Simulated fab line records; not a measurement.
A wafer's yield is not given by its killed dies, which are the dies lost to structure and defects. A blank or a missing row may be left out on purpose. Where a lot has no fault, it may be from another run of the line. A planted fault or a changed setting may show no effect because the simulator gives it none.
Code-filled problem report in 8D (eight disciplines) form	flow n5_finfet	the parts of the form that need people (team, actions taken, sign-off) are left out

1. PROBLEM STATEMENT
Wafers without a fault read 100.00 W, standard deviation 0.29; bias_w at N5_MIM_BOT_ETCH_ETCH_03 reads a mean of 93.67 W on 6 wafers belonging to 2 lots. Relative to the usual mean, that is a shift of -22 standard deviations.
The step: etches the open film in Cl2/BCl3, target depth 12 nm.
Earliest sighting: wafer L130.3 on rie_metal-02 at day 16 22:14. The record holds 33 wafers of 11 lots with a number at this step. By rule, "out" or "out of limits" means more than 4 standard deviations away from the usual mean. Any other wafer with a number is counted as sound.

2. WHAT IT IS, AND WHAT IT ISN'T
question	is	is not
which readings at this step	bias_w	drypump_motor_current_A, oes_product_au, throttle_valve_pct
which lots	L130, L133	L114, L115, L117, L119, L120, L121, L122, L123, L137
which wafers of those lots	all that have a number	-
read on which tools	rie_metal-02	rie_metal-01, rie_metal-03
when	from day 16 22:14	up to then (24 sound wafers); but 3 sound wafers of L137 came after

3. THE SUSPECTS, EACH WITH WHAT RULES IT OUT
Counting: a tool at any process step up to the reading remains a suspect when it ran all the lots that are out and ran no sound lot after the first of those.
- ald_hk-03 at N5_MIM_TOP_ALD_02 (deposits Al2O3, purge time 3 s, co reactant pulse time 3 s): kept. Every lot that is out went through it, starting with L130 (day 16 20:23), and after that it ran no sound lot; the last sound lot it ran before then is L122 (day 14 01:25). N5_MIM_TOP_ALD_02 gives no start for some lots, so the hours and the order of its lots are those of N5_MIM_TOP_SPUTTER_03.
- pvd_sputter-03 at N5_MIM_TOP_SPUTTER_03 (material TiN, target thk 35 nm, time 89.7 s): kept. Every lot that is out went through it, starting with L130 (day 16 20:23), and after that it ran no sound lot; the last sound lot it ran before then is L122 (day 14 01:25).
- rie_metal-02 at N5_MIM_BOT_ETCH_ETCH_03 (etches the open film in Cl2/BCl3, target depth 12 nm): kept. Every lot that is out went through it, starting with L130 (day 16 22:14), and after that it ran no sound lot; the last sound lot it ran before then is L123 (day 13 18:59). Out on those wafers are its own readings of bias_w.
Still standing after the count: ald_hk-03 at N5_MIM_TOP_ALD_02, pvd_sputter-03 at N5_MIM_TOP_SPUTTER_03, rie_metal-02 at N5_MIM_BOT_ETCH_ETCH_03.

4. THE CAUSE (what the simulator had put in)
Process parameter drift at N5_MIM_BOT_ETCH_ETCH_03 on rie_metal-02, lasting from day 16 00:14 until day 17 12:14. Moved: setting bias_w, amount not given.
This tool is one of the 3 suspects left after counting.

5. THE CHAIN OF EFFECTS, in route order
One row per reading whose mean, taken over the struck wafers that have a number, lies over 3 standard deviations from the usual. Only readings for which the record gives a usual standard deviation are gone through. hours: the time from each lot's start at the first step in this table that gives one to its start at this step, as a median over the lots. sigmas: the change in usual standard deviations.
hours	step	reading	usual	on struck wafers	change	sigmas
0	N5_MIM_BOT_ETCH_ETCH_03	bias_w	100.00 W	93.67	-6.33	-22
Process steps it contains:
- N5_MIM_BOT_ETCH_ETCH_03: etches the open film in Cl2/BCl3, target depth 12 nm.

6. WHAT WOULD HAVE CAUGHT IT SOONER
In this record the first reading out of limits was taken at day 16 22:14, 22 hours after the fault began at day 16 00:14.
